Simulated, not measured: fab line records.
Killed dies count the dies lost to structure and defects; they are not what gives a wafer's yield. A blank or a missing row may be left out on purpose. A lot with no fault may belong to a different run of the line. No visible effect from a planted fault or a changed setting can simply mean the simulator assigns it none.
Chamber matching | flow n5-finfet | N5_BEOL_M4_ALD_84 on ald-metal-01: 4 sister chambers
The step deposits TaN, pulse time 2 s, purge time 3 s, co reactant purge time 2 s. 8 wafers are shown with their chamber, then 9 later ones without.

## WAFERS, EACH WITH ITS CHAMBER
wafer  | chamber | heater-power-w (W) | susceptor-temp-C (C)
L077.3 | 0       | 326                | 275.19
L078.6 | 1       | 537                | 274.93
L080.3 | 0       | 327                | 274.98
L080.4 | 2       | 412                | 275.54
L080.6 | 1       | 533                | 275.19
L081.3 | 3       | 458                | 274.75
L081.4 | 2       | 413                | 274.94
L081.5 | 3       | 453                | 274.87

## WAFERS WITHOUT THEIR CHAMBER
wafer  | heater-power-w (W) | susceptor-temp-C (C)
L090.2 | 455                | 274.66
L090.4 | 328                | 275.08
L090.5 | 540                | 274.89
L095.1 | 545                | 275.46
L095.3 | 323                | 275.21
L095.4 | 416                | 275.04
L097.2 | 452                | 274.81
L097.3 | 414                | 275.05
L097.5 | 447                | 274.81

## CHAMBER TAKEN BY EACH
wafer  | from the rows above | in truth
L090.2 | 3                   | 3
L090.4 | 0                   | 0
L090.5 | 1                   | 1
L095.1 | 1                   | 1
L095.3 | 0                   | 0
L095.4 | 2                   | 2
L097.2 | 3                   | 3
L097.3 | 2                   | 2
L097.5 | 3                   | 3
9 of 9 placed correctly. Number that these rows cannot place: 0. Number placed wrongly: 0.
How it was worked out, from the rows above alone: a wafer's distance from a chamber is the root of the sum, over the readings, of the square of ((its reading less the chamber's mean) divided by the reading's scatter). If the next closest chamber is less than 2 further off than the closest, the wafer can't be placed; otherwise it belongs to the closest. Each chamber's mean is taken over the wafers shown for it. How the scatter is found: for the shown wafers, subtract from each reading the mean of its chamber, square and add these, divide the total by (wafers less chambers), then take the root.
